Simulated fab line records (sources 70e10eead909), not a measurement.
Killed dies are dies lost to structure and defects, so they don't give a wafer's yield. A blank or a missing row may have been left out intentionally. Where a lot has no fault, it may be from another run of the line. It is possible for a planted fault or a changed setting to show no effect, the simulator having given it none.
Chamber matching ; flow nand-harc ; NHARC_THIN_TSV_CMP_01 on cmp-03: 4 sister chambers
The step polishes. 4 wafers are shown with their chamber, then 10 later ones without.

## WAFERS, EACH WITH ITS CHAMBER
wafer;chamber;motor-current-A (A)
L079.2;2;12.9
L080.6;1;11.3
L089.2;0;8.6
L089.4;3;11.0

## WAFERS MISSING THEIR CHAMBER
wafer;motor-current-A (A)
L089.6;12.5
L094.1;10.3
L094.2;12.9
L094.5;8.2
L095.3;10.6
L095.4;12.8
L095.6;12.3
L096.1;8.4
L096.2;10.2
L096.6;12.6

## CHAMBER TAKEN BY EACH
wafer;from the rows above;in truth
L089.6;can't be placed: 2 or 1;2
L094.1;can't be placed: 3 or 1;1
L094.2;2;2
L094.5;0;0
L095.3;can't be placed: 3 or 1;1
L095.4;2;2
L095.6;can't be placed: 2 or 1 or 3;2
L096.1;0;0
L096.2;can't be placed: 3 or 1 or 0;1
L096.6;2;2
Correct placement for 5 of the 10. Not placeable from these rows: 5 (in 5, the candidates include the true chamber). Wrongly placed: 0.
How it was worked out, from the rows above alone: a wafer's distance from a chamber is the root of the sum, over the readings, of the square of ((its reading less the chamber's mean) divided by the reading's scatter). If the next closest chamber is less than 2 further off than the closest, the wafer can't be placed; otherwise it belongs to the closest. For every chamber, the mean is computed from those of its wafers that are shown. The scatter: with one shown wafer a chamber, the root of the mean of the squares of how far each hidden wafer lies from its nearest shown one.
